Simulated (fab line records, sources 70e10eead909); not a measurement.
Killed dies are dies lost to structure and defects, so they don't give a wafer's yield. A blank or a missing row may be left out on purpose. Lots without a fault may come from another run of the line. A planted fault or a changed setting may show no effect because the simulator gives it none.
Which tool did it? | flow nand_harc | 6 lots, 18 wafers sampled, at 5 steps of a route of 1302

WHAT THE GAUGES READ, wafer by wafer
NHARC_END_SORT_01.
lot  | measured     | on        | killed_short
L852 | day 24 18:06 | prober-01 | 3 1 1
L857 | day 27 06:37 | prober-01 | 3 3 2
L862 | day 29 21:13 | prober-02 | 5 3 4
L864 | day 30 09:26 | prober-01 | 3 3 2
L869 | day 31 21:01 | prober-01 | 3 1 1
L871 | day 33 11:07 | prober-02 | 2 2 2

WHICH TOOL RAN EACH LOT (tool, then ch and the chambers of the sampled wafers, then the start)
lot  | NHARC_A_CHANNEL_FILL_D2_ALD_25   | NHARC_A_STAIRCASE_EXPOSE_06       | NHARC_A_STAIRCASE_TRIM_12          | NHARC_A_STAIRCASE_ETCH_15
L852 | ald_hk-04 ch 1,2,3, day 15 15:50 | krf_scanner-03 ch 0, day 16 06:20 | rie_diel-06 ch 1,2, day 16 06:48   | rie_diel-06 ch 0,1,2, day 24 18:06 or earlier
L857 | ald_hk-01 ch 0,1,3, day 18 04:19 | krf_scanner-04 ch 0, day 18 21:11 | rie_diel-01 ch 0,1,2, day 18 21:46 | rie_diel-01 ch 0,2,3, day 27 06:37 or earlier
L862 | ald_hk-04 ch 0,1, day 19 14:59   | krf_scanner-01 ch 0, day 20 06:32 | rie_diel-09 ch 0,2,3, day 20 07:01 | rie_diel-09 ch 0,1,3, day 29 21:13 or earlier
L864 | ald_hk-02 ch 1,3, day 21 01:14   | krf_scanner-03 ch 0, day 21 15:41 | rie_diel-01 ch 0,1, day 21 16:11   | rie_diel-01 ch 0,3, day 30 09:26 or earlier
L869 | ald_hk-02 ch 1,2, day 22 17:09   | krf_scanner-04 ch 0, day 23 06:56 | rie_diel-09 ch 0,2,3, day 23 07:27 | rie_diel-09 ch 0,1, day 31 21:01 or earlier
L871 | ald_hk-02 ch 1,3, day 23 20:50   | krf_scanner-01 ch 0, day 24 11:56 | rie_diel-06 ch 0,2, day 24 12:24   | rie_diel-06 ch 2,3, day 33 11:07 or earlier
- NHARC_A_CHANNEL_FILL_D2_ALD_25: deposits SiOx, target thk 60 nm, pulse time 10 s, ald cycles 600.
- NHARC_A_STAIRCASE_EXPOSE_06: exposes mask STAIR.
- NHARC_A_STAIRCASE_TRIM_12: chemistry O2, time 211.2 s.
- NHARC_A_STAIRCASE_ETCH_15: etches the open film in C4F8/O2, target depth 100 nm, time 40.5 s.

THE ANSWER, worked out from the rows above alone
Rule: what is usual is taken from the lots themselves. Put in order of their means at a reading, lots are off if they are a third of the lots or fewer, leave a main group of 4 or more, and stand apart from it by a gap of 3 or more times the standard deviation of the main group's means; of several such gaps the widest counts. A main group whose means are all the same, to the digits that the tables above print for the reading, isn't used. A lot without any number at a reading at which 4 lots or more have one is off too. The other lots that the step has rows for count as sound.
No lot is off at any reading shown: from this, nothing can be told.

WHAT THE SIMULATOR HAD PUT IN
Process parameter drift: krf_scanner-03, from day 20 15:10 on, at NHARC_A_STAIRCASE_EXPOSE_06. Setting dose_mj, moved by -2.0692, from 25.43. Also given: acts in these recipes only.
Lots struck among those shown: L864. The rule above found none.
